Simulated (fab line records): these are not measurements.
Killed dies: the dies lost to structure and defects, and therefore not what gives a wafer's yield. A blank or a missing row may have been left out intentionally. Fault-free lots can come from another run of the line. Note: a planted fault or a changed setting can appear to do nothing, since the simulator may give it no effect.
Which tool did it? / flow n5_finfet / 14 lots, 42 wafers sampled, at 4 steps of a route of 1938

## WHAT EACH GAUGE READ, for each wafer
The record holds no reading of a measuring or inspecting step that can be judged against a usual standard deviation.

## WHAT TOOL EACH LOT RAN ON (gives the tool, then ch and the chambers of the sampled wafers, and finally the start)
lot=L217; N5_BEOL_M0_SAQP_SPACER1_ETCHBACK_99=rie_diel-01 ch 1,2, day 5 15:56; N5_BEOL_M0_SAQP_EXPOSE_37=euv_scanner-01 ch 0, day 5 18:54; N5_BEOL_M0_SAQP_DESCUM_45=rie_diel-01 ch 1,2, day 5 19:13; N5_BEOL_M0_SAQP_ETCH_73=rie_diel-01 ch 1,2, day 5 19:17
lot=L218; N5_BEOL_M0_SAQP_SPACER1_ETCHBACK_99=rie_diel-06 ch 1,2,3, day 5 19:25; N5_BEOL_M0_SAQP_EXPOSE_37=euv_scanner-02 ch 0, day 5 22:17; N5_BEOL_M0_SAQP_DESCUM_45=rie_diel-06 ch 0,2, day 5 22:32; N5_BEOL_M0_SAQP_ETCH_73=rie_diel-06 ch 0,2, day 5 22:36
lot=L221; N5_BEOL_M0_SAQP_SPACER1_ETCHBACK_99=rie_diel-06 ch 1,3, day 6 14:07; N5_BEOL_M0_SAQP_EXPOSE_37=euv_scanner-02 ch 0, day 6 16:29; N5_BEOL_M0_SAQP_DESCUM_45=rie_diel-04 ch 0,2, day 6 16:44; N5_BEOL_M0_SAQP_ETCH_73=rie_diel-04 ch 0,2, day 6 16:47
lot=L222; N5_BEOL_M0_SAQP_SPACER1_ETCHBACK_99=rie_diel-04 ch 1,2,3, day 6 20:25; N5_BEOL_M0_SAQP_EXPOSE_37=euv_scanner-02 ch 0, day 6 22:34; N5_BEOL_M0_SAQP_DESCUM_45=rie_diel-04 ch 1,2, day 6 22:53; N5_BEOL_M0_SAQP_ETCH_73=rie_diel-04 ch 1,2, day 6 22:56
lot=L225; N5_BEOL_M0_SAQP_SPACER1_ETCHBACK_99=rie_diel-04 ch 1,2,3, day 7 12:59; N5_BEOL_M0_SAQP_EXPOSE_37=euv_scanner-02 ch 0, day 7 15:44; N5_BEOL_M0_SAQP_DESCUM_45=rie_diel-06 ch 0,1,2, day 7 16:08; N5_BEOL_M0_SAQP_ETCH_73=rie_diel-06 ch 0,1,2, day 7 16:11
lot=L226; N5_BEOL_M0_SAQP_SPACER1_ETCHBACK_99=rie_diel-04 ch 0,1, day 7 19:58; N5_BEOL_M0_SAQP_EXPOSE_37=euv_scanner-01 ch 0, day 7 23:28; N5_BEOL_M0_SAQP_DESCUM_45=rie_diel-06 ch 0,3, day 8 00:40; N5_BEOL_M0_SAQP_ETCH_73=rie_diel-06 ch 0,3, day 8 00:43
lot=L228; N5_BEOL_M0_SAQP_SPACER1_ETCHBACK_99=rie_diel-04 ch 0,1,2, day 8 11:09; N5_BEOL_M0_SAQP_EXPOSE_37=euv_scanner-02 ch 0, day 8 15:22; N5_BEOL_M0_SAQP_DESCUM_45=rie_diel-04 ch 0,2, day 8 15:38; N5_BEOL_M0_SAQP_ETCH_73=rie_diel-04 ch 0,2, day 8 15:41
lot=L232; N5_BEOL_M0_SAQP_SPACER1_ETCHBACK_99=rie_diel-06 ch 0,1,2, day 9 14:34; N5_BEOL_M0_SAQP_EXPOSE_37=euv_scanner-02 ch 0, day 9 16:59; N5_BEOL_M0_SAQP_DESCUM_45=rie_diel-01 ch 0,1, day 9 17:14; N5_BEOL_M0_SAQP_ETCH_73=rie_diel-01 ch 0,1, day 9 17:17
lot=L233; N5_BEOL_M0_SAQP_SPACER1_ETCHBACK_99=rie_diel-01 ch 1,2, day 9 18:52; N5_BEOL_M0_SAQP_EXPOSE_37=euv_scanner-02, day 9 21:40; N5_BEOL_M0_SAQP_DESCUM_45=rie_diel-01 ch 0,1,3, day 9 21:55; N5_BEOL_M0_SAQP_ETCH_73=rie_diel-01 ch 0,1,3, day 9 21:58
lot=L234; N5_BEOL_M0_SAQP_SPACER1_ETCHBACK_99=rie_diel-01 ch 1,2,3, day 9 21:49; N5_BEOL_M0_SAQP_EXPOSE_37=euv_scanner-02, day 10 00:29; N5_BEOL_M0_SAQP_DESCUM_45=rie_diel-06 ch 2,3, day 10 00:44; N5_BEOL_M0_SAQP_ETCH_73=rie_diel-06 ch 2,3, day 10 00:47
lot=L237; N5_BEOL_M0_SAQP_SPACER1_ETCHBACK_99=rie_diel-06 ch 0,1,2, day 10 19:19; N5_BEOL_M0_SAQP_EXPOSE_37=euv_scanner-02 ch 0, day 10 21:34; N5_BEOL_M0_SAQP_DESCUM_45=rie_diel-04 ch 0,1, day 10 21:49; N5_BEOL_M0_SAQP_ETCH_73=rie_diel-04 ch 0,1, day 10 21:52
lot=L238; N5_BEOL_M0_SAQP_SPACER1_ETCHBACK_99=rie_diel-04 ch 0,1,2, day 11 06:14; N5_BEOL_M0_SAQP_EXPOSE_37=euv_scanner-02 ch 0, day 11 08:50; N5_BEOL_M0_SAQP_DESCUM_45=rie_diel-04 ch 0,1,2, day 11 09:05; N5_BEOL_M0_SAQP_ETCH_73=rie_diel-04 ch 0,1,2, day 11 09:08
lot=L239; N5_BEOL_M0_SAQP_SPACER1_ETCHBACK_99=rie_diel-06 ch 1,2, day 11 09:52; N5_BEOL_M0_SAQP_EXPOSE_37=euv_scanner-02 ch 0, day 11 12:13; N5_BEOL_M0_SAQP_DESCUM_45=rie_diel-06 ch 0,2, day 11 12:28; N5_BEOL_M0_SAQP_ETCH_73=rie_diel-06 ch 0,2, day 11 12:31
lot=L240; N5_BEOL_M0_SAQP_SPACER1_ETCHBACK_99=rie_diel-01 ch 1,3, day 11 15:39; N5_BEOL_M0_SAQP_EXPOSE_37=euv_scanner-02 ch 0, day 11 17:47; N5_BEOL_M0_SAQP_DESCUM_45=rie_diel-01 ch 0,3, day 11 18:02; N5_BEOL_M0_SAQP_ETCH_73=rie_diel-01 ch 0,3, day 11 18:05
- N5_BEOL_M0_SAQP_SPACER1_ETCHBACK_99: etches SiO2 in CHF3/O2, target depth 15.4 nm, time 7.7 s.
- N5_BEOL_M0_SAQP_EXPOSE_37: exposes mask M0 CUT1, target cd 30 nm.
- N5_BEOL_M0_SAQP_DESCUM_45: chemistry O2, time 7 s.
- N5_BEOL_M0_SAQP_ETCH_73: etches SiARC in CF4, target depth 19.5 nm, time 32.5 s.

## WHAT THE TOOLS THEMSELVES READ (means of the sampled wafers that have a number; where no wafer has one, the mark that the record gives instead)
N5_BEOL_M0_SAQP_SPACER1_ETCHBACK_99. Usual: drypump_motor_current_A 5.7 A, standard deviation 0.44; oes_product_au 0.75 a.u., standard deviation 0.062; rf_fwd_power_W 646.1 W, standard deviation 2.1; rf_vpp_V 525 V, standard deviation 7.6; showerhead_plenum_p_Torr 2.41 Torr, standard deviation 0.095; throttle_valve_pct 18.97 %, standard deviation 0.19.
lot=L217; tool=rie_diel-01; drypump_motor_current_A (A)=5.9; oes_product_au (a.u.)=0.76; rf_fwd_power_W (W)=647.8; rf_vpp_V (V)=526; showerhead_plenum_p_Torr (Torr)=2.45; throttle_valve_pct (%)=18.99; flag=
lot=L218; tool=rie_diel-06; drypump_motor_current_A (A)=5.5; oes_product_au (a.u.)=0.74; rf_fwd_power_W (W)=646.1; rf_vpp_V (V)=523; showerhead_plenum_p_Torr (Torr)=2.30; throttle_valve_pct (%)=18.91; flag=
lot=L221; tool=rie_diel-06; drypump_motor_current_A (A)=6.0; oes_product_au (a.u.)=0.75; rf_fwd_power_W (W)=645.6; rf_vpp_V (V)=523; showerhead_plenum_p_Torr (Torr)=2.33; throttle_valve_pct (%)=18.90; flag=
lot=L222; tool=rie_diel-04; drypump_motor_current_A (A)=5.8; oes_product_au (a.u.)=0.77; rf_fwd_power_W (W)=648.6; rf_vpp_V (V)=522; showerhead_plenum_p_Torr (Torr)=2.46; throttle_valve_pct (%)=18.96; flag=
lot=L225; tool=rie_diel-04; drypump_motor_current_A (A)=5.8; oes_product_au (a.u.)=0.75; rf_fwd_power_W (W)=647.4; rf_vpp_V (V)=522; showerhead_plenum_p_Torr (Torr)=2.46; throttle_valve_pct (%)=18.96; flag=
lot=L226; tool=rie_diel-04; drypump_motor_current_A (A)=5.4; oes_product_au (a.u.)=0.73; rf_fwd_power_W (W)=646.1; rf_vpp_V (V)=534; showerhead_plenum_p_Torr (Torr)=2.48; throttle_valve_pct (%)=19.18; flag=
lot=L228; tool=rie_diel-04; drypump_motor_current_A (A)=5.5; oes_product_au (a.u.)=0.76; rf_fwd_power_W (W)=646.8; rf_vpp_V (V)=527; showerhead_plenum_p_Torr (Torr)=2.47; throttle_valve_pct (%)=18.98; flag=
lot=L232; tool=rie_diel-06; drypump_motor_current_A (A)=5.3; oes_product_au (a.u.)=0.80; rf_fwd_power_W (W)=646.8; rf_vpp_V (V)=525; showerhead_plenum_p_Torr (Torr)=2.42; throttle_valve_pct (%)=18.85; flag=
lot=L233; tool=rie_diel-01; drypump_motor_current_A (A)=6.0; oes_product_au (a.u.)=0.76; rf_fwd_power_W (W)=645.9; rf_vpp_V (V)=525; showerhead_plenum_p_Torr (Torr)=2.44; throttle_valve_pct (%)=19.03; flag=
lot=L234; tool=rie_diel-01; drypump_motor_current_A (A)=5.8; oes_product_au (a.u.)=0.73; rf_fwd_power_W (W)=646.0; rf_vpp_V (V)=528; showerhead_plenum_p_Torr (Torr)=2.44; throttle_valve_pct (%)=19.01; flag=
lot=L237; tool=rie_diel-06; drypump_motor_current_A (A)=5.3; oes_product_au (a.u.)=0.79; rf_fwd_power_W (W)=645.7; rf_vpp_V (V)=524; showerhead_plenum_p_Torr (Torr)=2.41; throttle_valve_pct (%)=18.85; flag=
lot=L238; tool=rie_diel-04; drypump_motor_current_A (A)=5.5; oes_product_au (a.u.)=0.75; rf_fwd_power_W (W)=647.3; rf_vpp_V (V)=526; showerhead_plenum_p_Torr (Torr)=2.46; throttle_valve_pct (%)=19.03; flag=
lot=L239; tool=rie_diel-06; drypump_motor_current_A (A)=5.3; oes_product_au (a.u.)=0.80; rf_fwd_power_W (W)=645.5; rf_vpp_V (V)=527; showerhead_plenum_p_Torr (Torr)=2.33; throttle_valve_pct (%)=18.75; flag=
lot=L240; tool=rie_diel-01; drypump_motor_current_A (A)=6.1; oes_product_au (a.u.)=0.70; rf_fwd_power_W (W)=645.8; rf_vpp_V (V)=533; showerhead_plenum_p_Torr (Torr)=2.38; throttle_valve_pct (%)=18.97; flag=

N5_BEOL_M0_SAQP_EXPOSE_37. Usual: exposure_dose_mJ_cm2 44.8, standard deviation 0.33; focus_offset_nm 0.0 nm, standard deviation 0.51.
lot=L217; tool=euv_scanner-01; exposure_dose_mJ_cm2=45.2; focus_offset_nm (nm)=-0.2; flag=
lot=L218; tool=euv_scanner-02; exposure_dose_mJ_cm2=44.6; focus_offset_nm (nm)=-0.2; flag=
lot=L221; tool=euv_scanner-02; exposure_dose_mJ_cm2=44.6; focus_offset_nm (nm)=0.1; flag=
lot=L222; tool=euv_scanner-02; exposure_dose_mJ_cm2=44.7; focus_offset_nm (nm)=-0.5; flag=
lot=L225; tool=euv_scanner-02; exposure_dose_mJ_cm2=44.7; focus_offset_nm (nm)=-0.6; flag=
lot=L226; tool=euv_scanner-01; exposure_dose_mJ_cm2=45.3; focus_offset_nm (nm)=0.0; flag=
lot=L228; tool=euv_scanner-02; exposure_dose_mJ_cm2=44.6; focus_offset_nm (nm)=0.6; flag=
lot=L232; tool=euv_scanner-02; exposure_dose_mJ_cm2=44.6; focus_offset_nm (nm)=-0.1; flag=
lot=L233; tool=euv_scanner-02; exposure_dose_mJ_cm2=-; focus_offset_nm (nm)=-; flag=OFF
lot=L234; tool=euv_scanner-02; exposure_dose_mJ_cm2=-; focus_offset_nm (nm)=-; flag=OFF
lot=L237; tool=euv_scanner-02; exposure_dose_mJ_cm2=44.5; focus_offset_nm (nm)=-0.3; flag=
lot=L238; tool=euv_scanner-02; exposure_dose_mJ_cm2=44.6; focus_offset_nm (nm)=0.0; flag=
lot=L239; tool=euv_scanner-02; exposure_dose_mJ_cm2=44.5; focus_offset_nm (nm)=0.1; flag=
lot=L240; tool=euv_scanner-02; exposure_dose_mJ_cm2=44.5; focus_offset_nm (nm)=-0.1; flag=

N5_BEOL_M0_SAQP_DESCUM_45. Usual: drypump_motor_current_A 5.6 A, standard deviation 0.48; oes_product_au 0.76 a.u., standard deviation 0.072; rf_fwd_power_W 49.33 W, standard deviation 0.24; rf_vpp_V 243.1 V, standard deviation 1.7; showerhead_plenum_p_Torr 2.10 Torr, standard deviation 0.096; throttle_valve_pct 20.50 %, standard deviation 0.23.
lot=L217; tool=rie_diel-01; drypump_motor_current_A (A)=6.0; oes_product_au (a.u.)=0.77; rf_fwd_power_W (W)=49.58; rf_vpp_V (V)=243.4; showerhead_plenum_p_Torr (Torr)=2.13; throttle_valve_pct (%)=20.57; flag=
lot=L218; tool=rie_diel-06; drypump_motor_current_A (A)=5.1; oes_product_au (a.u.)=0.71; rf_fwd_power_W (W)=49.25; rf_vpp_V (V)=242.1; showerhead_plenum_p_Torr (Torr)=2.03; throttle_valve_pct (%)=20.54; flag=
lot=L221; tool=rie_diel-04; drypump_motor_current_A (A)=5.7; oes_product_au (a.u.)=0.84; rf_fwd_power_W (W)=49.36; rf_vpp_V (V)=244.0; showerhead_plenum_p_Torr (Torr)=2.16; throttle_valve_pct (%)=20.42; flag=
lot=L222; tool=rie_diel-04; drypump_motor_current_A (A)=5.7; oes_product_au (a.u.)=0.81; rf_fwd_power_W (W)=49.46; rf_vpp_V (V)=243.9; showerhead_plenum_p_Torr (Torr)=2.15; throttle_valve_pct (%)=20.51; flag=
lot=L225; tool=rie_diel-06; drypump_motor_current_A (A)=5.3; oes_product_au (a.u.)=0.83; rf_fwd_power_W (W)=49.41; rf_vpp_V (V)=242.6; showerhead_plenum_p_Torr (Torr)=2.10; throttle_valve_pct (%)=20.30; flag=
lot=L226; tool=rie_diel-06; drypump_motor_current_A (A)=6.0; oes_product_au (a.u.)=0.73; rf_fwd_power_W (W)=49.42; rf_vpp_V (V)=242.9; showerhead_plenum_p_Torr (Torr)=2.11; throttle_valve_pct (%)=20.69; flag=
lot=L228; tool=rie_diel-04; drypump_motor_current_A (A)=5.5; oes_product_au (a.u.)=0.79; rf_fwd_power_W (W)=49.32; rf_vpp_V (V)=243.5; showerhead_plenum_p_Torr (Torr)=2.17; throttle_valve_pct (%)=20.52; flag=
lot=L232; tool=rie_diel-01; drypump_motor_current_A (A)=6.3; oes_product_au (a.u.)=0.74; rf_fwd_power_W (W)=49.24; rf_vpp_V (V)=242.9; showerhead_plenum_p_Torr (Torr)=2.06; throttle_valve_pct (%)=20.71; flag=
lot=L233; tool=rie_diel-01; drypump_motor_current_A (A)=6.2; oes_product_au (a.u.)=0.71; rf_fwd_power_W (W)=49.38; rf_vpp_V (V)=243.0; showerhead_plenum_p_Torr (Torr)=2.05; throttle_valve_pct (%)=20.63; flag=
lot=L234; tool=rie_diel-06; drypump_motor_current_A (A)=5.2; oes_product_au (a.u.)=0.83; rf_fwd_power_W (W)=49.27; rf_vpp_V (V)=244.6; showerhead_plenum_p_Torr (Torr)=2.17; throttle_valve_pct (%)=20.36; flag=
lot=L237; tool=rie_diel-04; drypump_motor_current_A (A)=5.3; oes_product_au (a.u.)=0.72; rf_fwd_power_W (W)=49.13; rf_vpp_V (V)=244.4; showerhead_plenum_p_Torr (Torr)=2.17; throttle_valve_pct (%)=20.68; flag=
lot=L238; tool=rie_diel-04; drypump_motor_current_A (A)=5.5; oes_product_au (a.u.)=0.75; rf_fwd_power_W (W)=49.32; rf_vpp_V (V)=243.8; showerhead_plenum_p_Torr (Torr)=2.15; throttle_valve_pct (%)=20.61; flag=
lot=L239; tool=rie_diel-06; drypump_motor_current_A (A)=5.1; oes_product_au (a.u.)=0.82; rf_fwd_power_W (W)=49.41; rf_vpp_V (V)=245.6; showerhead_plenum_p_Torr (Torr)=2.19; throttle_valve_pct (%)=20.36; flag=
lot=L240; tool=rie_diel-01; drypump_motor_current_A (A)=6.1; oes_product_au (a.u.)=0.68; rf_fwd_power_W (W)=49.10; rf_vpp_V (V)=241.3; showerhead_plenum_p_Torr (Torr)=2.01; throttle_valve_pct (%)=20.68; flag=

N5_BEOL_M0_SAQP_ETCH_73. Usual: drypump_motor_current_A 5.6 A (standard deviation 0.48); etch_rf_on_time_s 32.4 s (standard deviation 0.73); oes_product_au 0.65 a.u. (standard deviation 0.063); rf_fwd_power_W 533.1 W (standard deviation 2.5); rf_vpp_V 184.1 V (standard deviation 1.5); showerhead_plenum_p_Torr 2.15 Torr (standard deviation 0.089); throttle_valve_pct 15.71 % (standard deviation 0.19).
lot=L217; tool=rie_diel-01; drypump_motor_current_A (A)=6.0; etch_rf_on_time_s (s)=32.9; oes_product_au (a.u.)=0.65; rf_fwd_power_W (W)=533.6; rf_vpp_V (V)=184.7; showerhead_plenum_p_Torr (Torr)=2.18; throttle_valve_pct (%)=15.76; flag=
lot=L218; tool=rie_diel-06; drypump_motor_current_A (A)=5.1; etch_rf_on_time_s (s)=32.8; oes_product_au (a.u.)=0.60; rf_fwd_power_W (W)=531.6; rf_vpp_V (V)=183.6; showerhead_plenum_p_Torr (Torr)=2.09; throttle_valve_pct (%)=15.85; flag=
lot=L221; tool=rie_diel-04; drypump_motor_current_A (A)=5.7; etch_rf_on_time_s (s)=33.1; oes_product_au (a.u.)=0.71; rf_fwd_power_W (W)=533.6; rf_vpp_V (V)=184.2; showerhead_plenum_p_Torr (Torr)=2.19; throttle_valve_pct (%)=15.50; flag=
lot=L222; tool=rie_diel-04; drypump_motor_current_A (A)=5.7; etch_rf_on_time_s (s)=32.6; oes_product_au (a.u.)=0.70; rf_fwd_power_W (W)=535.5; rf_vpp_V (V)=184.7; showerhead_plenum_p_Torr (Torr)=2.19; throttle_valve_pct (%)=15.61; flag=
lot=L225; tool=rie_diel-06; drypump_motor_current_A (A)=5.3; etch_rf_on_time_s (s)=32.1; oes_product_au (a.u.)=0.71; rf_fwd_power_W (W)=531.8; rf_vpp_V (V)=184.1; showerhead_plenum_p_Torr (Torr)=2.16; throttle_valve_pct (%)=15.57; flag=
lot=L226; tool=rie_diel-06; drypump_motor_current_A (A)=5.9; etch_rf_on_time_s (s)=32.0; oes_product_au (a.u.)=0.63; rf_fwd_power_W (W)=534.8; rf_vpp_V (V)=185.2; showerhead_plenum_p_Torr (Torr)=2.14; throttle_valve_pct (%)=15.77; flag=
lot=L228; tool=rie_diel-04; drypump_motor_current_A (A)=5.5; etch_rf_on_time_s (s)=32.8; oes_product_au (a.u.)=0.66; rf_fwd_power_W (W)=531.3; rf_vpp_V (V)=184.7; showerhead_plenum_p_Torr (Torr)=2.20; throttle_valve_pct (%)=15.60; flag=
lot=L232; tool=rie_diel-01; drypump_motor_current_A (A)=6.3; etch_rf_on_time_s (s)=32.5; oes_product_au (a.u.)=0.63; rf_fwd_power_W (W)=529.8; rf_vpp_V (V)=184.3; showerhead_plenum_p_Torr (Torr)=2.10; throttle_valve_pct (%)=15.87; flag=
lot=L233; tool=rie_diel-01; drypump_motor_current_A (A)=6.2; etch_rf_on_time_s (s)=33.1; oes_product_au (a.u.)=0.27; rf_fwd_power_W (W)=533.6; rf_vpp_V (V)=183.8; showerhead_plenum_p_Torr (Torr)=2.10; throttle_valve_pct (%)=15.80; flag=OFF
lot=L234; tool=rie_diel-06; drypump_motor_current_A (A)=5.2; etch_rf_on_time_s (s)=31.7; oes_product_au (a.u.)=0.31; rf_fwd_power_W (W)=533.0; rf_vpp_V (V)=185.1; showerhead_plenum_p_Torr (Torr)=2.21; throttle_valve_pct (%)=15.55; flag=OFF
lot=L237; tool=rie_diel-04; drypump_motor_current_A (A)=5.3; etch_rf_on_time_s (s)=32.6; oes_product_au (a.u.)=0.62; rf_fwd_power_W (W)=532.1; rf_vpp_V (V)=184.6; showerhead_plenum_p_Torr (Torr)=2.20; throttle_valve_pct (%)=15.83; flag=
lot=L238; tool=rie_diel-04; drypump_motor_current_A (A)=5.6; etch_rf_on_time_s (s)=32.1; oes_product_au (a.u.)=0.65; rf_fwd_power_W (W)=534.6; rf_vpp_V (V)=184.7; showerhead_plenum_p_Torr (Torr)=2.19; throttle_valve_pct (%)=15.76; flag=
lot=L239; tool=rie_diel-06; drypump_motor_current_A (A)=5.1; etch_rf_on_time_s (s)=32.2; oes_product_au (a.u.)=0.71; rf_fwd_power_W (W)=532.0; rf_vpp_V (V)=185.8; showerhead_plenum_p_Torr (Torr)=2.25; throttle_valve_pct (%)=15.60; flag=
lot=L240; tool=rie_diel-01; drypump_motor_current_A (A)=6.1; etch_rf_on_time_s (s)=33.4; oes_product_au (a.u.)=0.58; rf_fwd_power_W (W)=531.9; rf_vpp_V (V)=183.1; showerhead_plenum_p_Torr (Torr)=2.07; throttle_valve_pct (%)=15.91; flag=

## THE ANSWER, worked out from the rows above alone
Rule: a lot is off if the mean of its wafers that have a number lies more than 3 standard deviations from the usual mean. A lot without any number at a reading at which 4 lots or more have one is off too. The other lots that the step has rows for count as sound. First the gauges in route order, then the tools' own readings, where a lot's mean is used as printed above. At the first step where some lot is off, the reading lying furthest off is the one used; lots without a number count as furthest.
Off: L233, L234, at N5_BEOL_M0_SAQP_EXPOSE_37 (exposure_dose_mJ_cm2). Without a number there: L233, L234.
If a tool, at that step or one of the process steps before it, ran each lot that is off and ran no sound lot following the first of them, it fits. No candidate that was tried fits.

## WHAT HAD BEEN PUT IN BY THE SIMULATOR
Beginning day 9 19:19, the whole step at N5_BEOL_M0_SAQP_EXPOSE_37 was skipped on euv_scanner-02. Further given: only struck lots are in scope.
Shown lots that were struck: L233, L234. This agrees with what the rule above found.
